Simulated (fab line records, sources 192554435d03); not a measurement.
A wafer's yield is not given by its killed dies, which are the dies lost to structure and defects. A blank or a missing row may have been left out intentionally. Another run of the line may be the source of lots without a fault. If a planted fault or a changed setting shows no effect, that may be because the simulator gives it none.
Chamber matching | flow n5 finfet | 4 sister chambers for N5_FIN_SAQP_ETCH_52 on rie diel-03
The step etches SOC in N2/H2, target depth 100 nm, overetch 20 nm, time 150 s. 4 wafers are shown with their chamber, then 12 later ones without.

## WAFERS PAIRED WITH THEIR CHAMBERS
wafer  | chamber | drypump motor current A (A)
L091.1 | 0       | 6.0
L091.5 | 3       | 5.1
L093.4 | 1       | 5.8
L093.6 | 2       | 5.6

## WAFERS WHOSE CHAMBER IS MISSING
wafer  | drypump motor current A (A)
L094.1 | 5.7
L094.2 | 5.1
L094.3 | 5.8
L094.4 | 6.0
L094.5 | 5.6
L094.6 | 5.1
L095.1 | 6.0
L095.2 | 5.1
L095.3 | 5.6
L095.4 | 5.8
L095.5 | 6.0
L095.6 | 5.8

## THE CHAMBER EACH PASSED THROUGH
wafer  | from the rows above     | in truth
L094.1 | can't be placed: 1 or 2 | 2
L094.2 | 3                       | 3
L094.3 | 1                       | 1
L094.4 | 0                       | 0
L094.5 | 2                       | 2
L094.6 | 3                       | 3
L095.1 | 0                       | 0
L095.2 | 3                       | 3
L095.3 | 2                       | 2
L095.4 | 1                       | 1
L095.5 | 0                       | 0
L095.6 | 1                       | 1
Placed correctly: 11 of 12. Can't be placed from these rows: 1 (the true chamber is among the candidates in 1). Wrongly placed: 0.
How it was worked out, from the rows above alone: a wafer's distance from a chamber is the root of the sum, over the readings, of the square of ((its reading less the chamber's mean) divided by the reading's scatter). If the next closest chamber is less than 2 further off than the closest, the wafer can't be placed; otherwise it belongs to the closest. A chamber's mean is the mean of its shown wafers. The scatter (one wafer shown for each chamber): square how far every hidden wafer sits from the nearest shown wafer, average those squares and take the square root.
